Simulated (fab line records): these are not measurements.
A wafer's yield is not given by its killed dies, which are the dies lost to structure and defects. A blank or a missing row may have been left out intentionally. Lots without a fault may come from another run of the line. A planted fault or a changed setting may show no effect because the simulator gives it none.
Chamber matching + flow nandHarc + NHARC_A_STAIRCASE_ETCHBACK_157 on rieDiel-04 has 4 sister chambers
The step etches the open film in CH3F/O2, target depth 90 nm, time 167.14 s. 4 wafers are shown with their chamber, then 7 later ones without.

== WAFERS WITH THEIR CHAMBER ==
| wafer  | chamber | drypumpMotorCurrentA (A) |
|--------|---------|--------------------------|
| L082.5 | 0       | 5.4                      |
| L088.4 | 3       | 5.4                      |
| L093.2 | 2       | 6.0                      |
| L093.4 | 1       | 4.8                      |

== WAFERS WITHOUT THEIR CHAMBER ==
| wafer  | drypumpMotorCurrentA (A) |
|--------|--------------------------|
| L093.6 | 6.0                      |
| L094.1 | 4.9                      |
| L094.5 | 5.4                      |
| L094.6 | 6.0                      |
| L095.1 | 6.0                      |
| L095.4 | 5.4                      |
| L095.6 | 5.4                      |

== EACH ONE'S CHAMBER ==
| wafer  | from the rows above     | in truth |
|--------|-------------------------|----------|
| L093.6 | 2                       | 2        |
| L094.1 | 1                       | 1        |
| L094.5 | can't be placed: 0 or 3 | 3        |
| L094.6 | 2                       | 2        |
| L095.1 | 2                       | 2        |
| L095.4 | can't be placed: 0 or 3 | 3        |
| L095.6 | can't be placed: 0 or 3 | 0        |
Correctly placed: 4 of 7. Cannot be placed on the basis of these rows: 3; the candidates contain the true chamber in 3. Wrongly placed: 0.
How it was worked out, from the rows above alone: a wafer's distance from a chamber is the root of the sum, over the readings, of the square of ((its reading less the chamber's mean) divided by the reading's scatter). The wafer belongs to the nearest chamber; if the next one is less than 2 further off, it can't be placed. The mean given for a chamber averages the wafers shown for that chamber. The scatter: root of mean squared gap, hidden wafer to nearest shown wafer, with one shown wafer a chamber.
